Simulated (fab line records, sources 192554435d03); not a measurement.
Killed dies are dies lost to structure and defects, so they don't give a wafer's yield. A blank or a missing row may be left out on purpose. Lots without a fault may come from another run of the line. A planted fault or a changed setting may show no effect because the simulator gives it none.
fab line records | flow n5_finfet | part 2 of 2: steps 20 to 25 of 25
record lots=5 wafers=15 last_day=15
route steps=1938 shown BEOL_M7@1286
lots that met no fault: from a run of the same line without faults
start_h: hours from the record's first day to the start of the lot's first wafer shown | wait_h: hours since the lot's step before | " the same as in the row above | L1.1+2: a row that stands for several wafers | - no value, or no start given | * or withheld: withheld | < > ~ a bound
route shown NAME@n: a module of which the file shows steps, and the number in the route of the first | usual: mean/standard deviation of fault-free wafers | same: alike in all rows | chamber/n: place in a boat | sites: the reading at each site | _std_site: their standard deviation | _edge_site: outer sites' mean less inner sites' | radius_mm: how far each site lies from the wafer's centre | mask NAME#n: copy n | behind: the tool/chamber that last shaped the wafer | hold: why the lot was held/for how many hours/how that ended | device: the transistor (n, p or np) that didn't switch | end of line: the same wafers' tests at the end of the route | a step without rows: its recipe alone | killed: dies lost to structure and defects at the first sort, not the wafer's yield | map: a wafer's dies, x killed, . not, _ none there
set.NAME: the setting as run; set.NAME@STEP: as run at that earlier step | model.NAME: the simulator's own value behind a step, which no gauge read
lots at some steps of the route; a table a step, a row a wafer
services: from which hour (start_h, from the record's first day; less than 0 if before it) a tool's chamber was out of use, for how many hours, and why
## steps
# step N5_BEOL_M7_VIA_ETCH_34
# recipe chemistry=C4F6/O2 target=SiCOH_lowk target_depth_a=1255 mask_material=SOC taper_deg=4 time_s=50.5 ion_energy_ev=250 pressure_mtorr=30 source_w=345 bias_w=185 Ar_flow_sccm=300 C4F6_flow_sccm=10 O2_flow_sccm=10
# usual drypump_motor_current_A=5.5/0.42 oes_product_au=0.78/0.064 rf_fwd_power_W=341.3/1.3 rf_vpp_V=655/21 showerhead_plenum_p_Torr=2.86/0.093 throttle_valve_pct=20.82/0.15
# columns lot.wafer tool chamber start_h wait_h drypump_motor_current_A oes_product_au rf_fwd_power_W rf_hours_counter_h rf_vpp_V showerhead_plenum_p_Torr throttle_valve_pct
L075.1 rie_diel-02 1 203.18 0.0 6.0 0.77 341.7 153 630 2.75 20.66
L075.2 " 0 " " 5.1 0.73 340.9 177 686 2.85 20.95
L075.5 " 0 " " 5.0 0.73 339.2 - 685 2.85 20.96
L080.3 rie_diel-06 1 226.67 0.0 4.7 0.66 340.3 247 627 2.80 20.98
L080.5 " 3 " " 5.9 0.78 342.3 - 630 2.64 20.63
L080.6 " 2 " " 5.4 0.81 342.2 - 647 2.98 20.74
L082.3 rie_diel-06 3 233.94 0.0 5.9 0.78 344.5 155 631 2.64 20.62
L082.4 " 2 " " 5.4 0.82 343.1 106 647 2.98 20.75
L082.5 " 2 " " 5.4 0.82 344.0 - 648 2.98 20.76
L088.2 rie_diel-02 3 277.93 0.0 5.5 0.71 342.2 178 643 2.94 20.92
L088.4 " 1 " " 6.0 0.74 343.1 177 628 2.74 20.70
L088.5 " 3 " " 5.5 0.72 343.3 - 644 2.95 20.92
L089.1 rie_diel-06 1 277.96 0.0 4.7 0.95 340.8 5 627 2.80 20.59
L089.2 " 2 " " 5.4 0.80 341.5 122 647 2.97 20.76
L089.5 " 0 " " 5.6 0.88 338.9 - 673 2.89 20.70
# step N5_BEOL_M7_STRIP_76
# recipe chemistry=C4F6/O2 resist=SiARC rf_frequency_hz=6e+07
# columns lot.wafer tool chamber start_h wait_h
L075.1+2+5 rie_diel-02 1,0,0 203.22 0.0
L080.3+5+6 rie_diel-06 1,3,2 226.71 0.0
L082.3+4+5 rie_diel-06 3,2,2 233.98 0.0
L088.2+4+5 rie_diel-02 3,1,3 277.98 0.0
L089.1+2+5 rie_diel-06 1,2,0 278.00 0.0
# step N5_BEOL_M7_STRIP_36
# recipe chemistry=N2/H2 power_w=450 temp_c=40 pressure_mtorr=20 rf_frequency_hz=6e+07 overash_fraction=0.3 bias_power_w=7 h2_frac=0.5 n2_flow_sccm=200 h2_flow_sccm=200
# usual drypump_motor_current_A=5.5/0.42 h2_flow_sccm=199.9/0.63 oes_product_au=0.79/0.063 power_w=449.8/1.3 rf_vpp_V=59.1/1.3 showerhead_plenum_p_Torr=2.55/0.1 throttle_valve_pct=23.6/0.35
# columns lot.wafer tool chamber start_h wait_h drypump_motor_current_A h2_flow_sccm oes_product_au power_w rf_hours_counter_h rf_vpp_V showerhead_plenum_p_Torr throttle_valve_pct
L075.1 rie_diel-02 1 203.23 0.0 6.0 199.3 0.77 450.7 153 55.2 2.42 23.2
L075.2 " 0 " " 5.1 200.1 0.73 449.7 177 57.9 2.51 23.3
L075.5 " 0 " " 5.0 200.2 0.74 448.5 - 61.0 2.51 23.3
L080.3 rie_diel-06 1 226.72 0.0 4.7 200.1 0.67 450.0 247 61.2 2.48 23.4
L080.5 " 3 " " 5.9 200.0 0.78 449.6 - 58.3 2.32 23.2
L080.6 " 2 " " 5.4 200.4 0.82 451.5 - 58.8 2.66 23.5
L082.3 rie_diel-06 3 233.99 0.0 5.9 200.4 0.78 449.8 155 58.0 2.32 23.2
L082.4 " 2 " " 5.4 200.1 0.82 450.5 106 57.9 2.66 23.5
L082.5 " 2 " " 5.4 199.8 0.83 449.1 - 58.5 2.66 23.5
L088.2 rie_diel-02 3 277.99 0.0 5.5 200.5 0.73 450.1 178 58.4 2.65 24.0
L088.4 " 1 " " 6.0 199.8 0.76 449.7 177 59.4 2.41 23.2
L088.5 " 3 " " 5.5 201.0 0.73 449.4 - 61.0 2.65 24.0
L089.1 rie_diel-06 1 278.01 0.0 4.7 201.2 0.93 450.7 5 59.1 2.48 23.0
L089.2 " 2 " " 5.4 200.8 0.79 452.0 122 61.2 2.66 23.5
L089.5 " 0 " " 5.6 200.8 0.88 446.8 - 60.5 2.58 23.3
# step N5_BEOL_M7_TRENCH_ETCH_37
# recipe chemistry=C4F6/O2 target_depth_a=934.78 target=SiCOH_lowk time_s=31.2 ion_energy_ev=250 pressure_mtorr=30 source_w=345 bias_w=185 Ar_flow_sccm=300 C4F6_flow_sccm=10 O2_flow_sccm=10
# usual drypump_motor_current_A=5.5/0.42 oes_product_au=0.78/0.063 rf_fwd_power_W=340.1/1.6 rf_vpp_V=655/21 showerhead_plenum_p_Torr=2.86/0.093 throttle_valve_pct=20.85/0.15
# columns lot.wafer tool chamber start_h wait_h drypump_motor_current_A oes_product_au rf_fwd_power_W rf_hours_counter_h rf_vpp_V showerhead_plenum_p_Torr throttle_valve_pct
L075.1 rie_diel-02 1 - - 6.0 0.77 342.4 153 629 2.75 20.70
L075.2 " 0 " " 5.0 0.74 338.4 177 685 2.85 20.99
L075.5 " 0 " " 5.1 0.73 338.5 - 685 2.85 21.00
L080.3 rie_diel-06 1 - - 4.7 0.67 339.6 247 628 2.80 21.01
L080.5 " 3 " " 5.9 0.78 342.2 - 630 2.64 20.66
L080.6 " 2 " " 5.4 0.82 339.4 - 648 2.98 20.78
L082.3 rie_diel-06 3 - - 5.9 0.78 341.7 155 632 2.64 20.66
L082.4 " 2 " " 5.4 0.82 337.8 107 648 2.98 20.77
L082.5 " 2 " " 5.4 0.82 340.0 - 648 2.98 20.79
L088.2 rie_diel-02 3 - - 5.5 0.71 338.9 178 644 2.95 20.96
L088.4 " 1 " " 6.0 0.75 344.5 177 629 2.74 20.74
L088.5 " 3 " " 5.5 0.71 339.6 - 644 2.95 20.94
L089.1 rie_diel-06 1 - - 4.7 0.94 341.8 5 628 2.80 20.61
L089.2 " 2 " " 5.4 0.79 340.9 122 649 2.97 20.82
L089.5 " 0 " " 5.6 0.88 336.7 - 671 2.89 20.73
# step N5_BEOL_M7_ETCH_41
# recipe chemistry=CH3F/O2 target=SiCN target_depth_a=319 taper_deg=2 time_s=57.8 ion_energy_ev=120 mask_material=TiN pressure_mtorr=30 source_w=395 bias_w=75 Ar_flow_sccm=150 CH3F_flow_sccm=30 O2_flow_sccm=20
# usual drypump_motor_current_A=5.5/0.41 oes_product_au=0.78/0.064 rf_fwd_power_W=391.0/1.5 rf_vpp_V=297.5/1.5 showerhead_plenum_p_Torr=2.01/0.069 throttle_valve_pct=16.25/0.15
# columns lot.wafer tool chamber start_h wait_h drypump_motor_current_A oes_product_au rf_fwd_power_W rf_hours_counter_h rf_vpp_V showerhead_plenum_p_Torr throttle_valve_pct
L075.1 rie_diel-02 1 - - 6.0 0.78 392.7 153 294.7 1.93 16.10
L075.2 " 0 " " 5.0 0.73 389.5 177 296.9 2.00 16.38
L075.5 " 0 " " 5.0 0.74 389.5 - 298.5 2.00 16.40
L080.3 rie_diel-06 1 - - 4.7 0.67 391.6 247 297.7 1.96 16.44
L080.5 " 3 " " 5.9 0.78 392.0 - 294.2 1.84 16.07
L080.6 " 2 " " 5.4 0.82 391.3 - 298.4 2.10 16.18
L082.3 rie_diel-06 3 - - 5.9 0.78 390.2 155 293.9 1.84 16.07
L082.4 " 2 " " 5.4 0.82 391.6 107 300.7 2.10 16.19
L082.5 " 2 " " 5.4 0.82 392.2 - 299.3 2.10 16.19
L088.2 rie_diel-02 3 - - 5.5 0.72 391.0 178 297.4 2.07 16.36
L088.4 " 1 " " 6.0 0.76 392.9 177 294.9 1.92 16.16
L088.5 " 3 " " 5.5 0.71 389.4 - 299.4 2.07 16.38
L089.1 rie_diel-06 1 - - 4.7 0.95 391.3 5 297.4 1.96 15.98
L089.2 " 2 " " 5.4 0.79 390.6 122 298.0 2.09 16.22
L089.5 " 0 " " 5.6 0.89 389.0 - 299.6 2.03 16.08
# step N5_BEOL_M7_STRIP_80
# recipe chemistry=N2/H2 time_s=10 power_w=450 temp_c=40 pressure_mtorr=20 rf_frequency_hz=6e+07 bias_power_w=7 n2_flow_sccm=200 h2_flow_sccm=200
# usual drypump_motor_current_A=5.5/0.41 h2_flow_sccm=199.9/0.62 oes_product_au=0.78/0.063 rf_vpp_V=59.2/0.86 showerhead_plenum_p_Torr=2.55/0.1 throttle_valve_pct=23.6/0.35
# columns lot.wafer tool chamber start_h wait_h drypump_motor_current_A h2_flow_sccm oes_product_au rf_hours_counter_h rf_vpp_V showerhead_plenum_p_Torr throttle_valve_pct
L075.1 rie_diel-02 1 - - 6.0 200.1 0.77 153 57.9 2.42 23.2
L075.2 " 0 " " 5.1 200.1 0.73 177 58.8 2.51 23.3
L075.5 " 0 " " 5.1 199.6 0.73 - 58.7 2.51 23.3
L080.3 rie_diel-06 1 - - 4.7 200.4 0.67 247 59.5 2.48 23.4
L080.5 " 3 " " 5.9 200.5 0.78 - 59.1 2.32 23.2
L080.6 " 2 " " 5.4 199.3 0.82 - 59.3 2.66 23.5
L082.3 rie_diel-06 3 - - 5.9 200.0 0.78 155 58.3 2.32 23.2
L082.4 " 2 " " 5.4 199.4 0.83 107 58.1 2.66 23.5
L082.5 " 2 " " 5.4 199.3 0.82 - 59.6 2.66 23.5
L088.2 rie_diel-02 3 - - 5.5 199.9 0.73 178 60.9 2.65 24.0
L088.4 " 1 " " 6.0 200.9 0.76 177 59.7 2.41 23.2
L088.5 " 3 " " 5.4 199.6 0.72 - 60.3 2.65 24.0
L089.1 rie_diel-06 1 - - 4.7 199.6 0.96 5 59.1 2.48 23.0
L089.2 " 2 " " 5.4 200.1 0.79 122 61.1 2.66 23.5
L089.5 " 0 " " 5.6 200.8 0.88 - 58.6 2.58 23.3
## services
# columns tool chamber start_h hours kind
euv_scanner-02 0 183.72 - calibration
euv_scanner-02 - 202.43 0.7 repair
euv_scanner-02 - 210.53 1.0 pm
litho_track-04 - 212.76 - consumable_replace:filter
euv_scanner-01 0 212.90 - calibration
euv_scanner-01 - 217.40 0.2 repair
euv_scanner-01 - 229.29 1.0 pm
litho_track-02 - 233.31 - consumable_replace:filter
euv_scanner-01 - 236.73 4.6 pm
rie_diel-06 1 237.52 - clean
rie_diel-06 1 237.52 - consumable_replace:focus_ring
rie_diel-06 1 237.52 21.4 scheduled_down
rie_diel-06 1 237.52 21.4 vent_cycle
euv_scanner-02 - 266.68 1.0 pm
euv_scanner-02 - 268.73 4.6 pm
rie_diel-06 3 272.94 8.2 repair
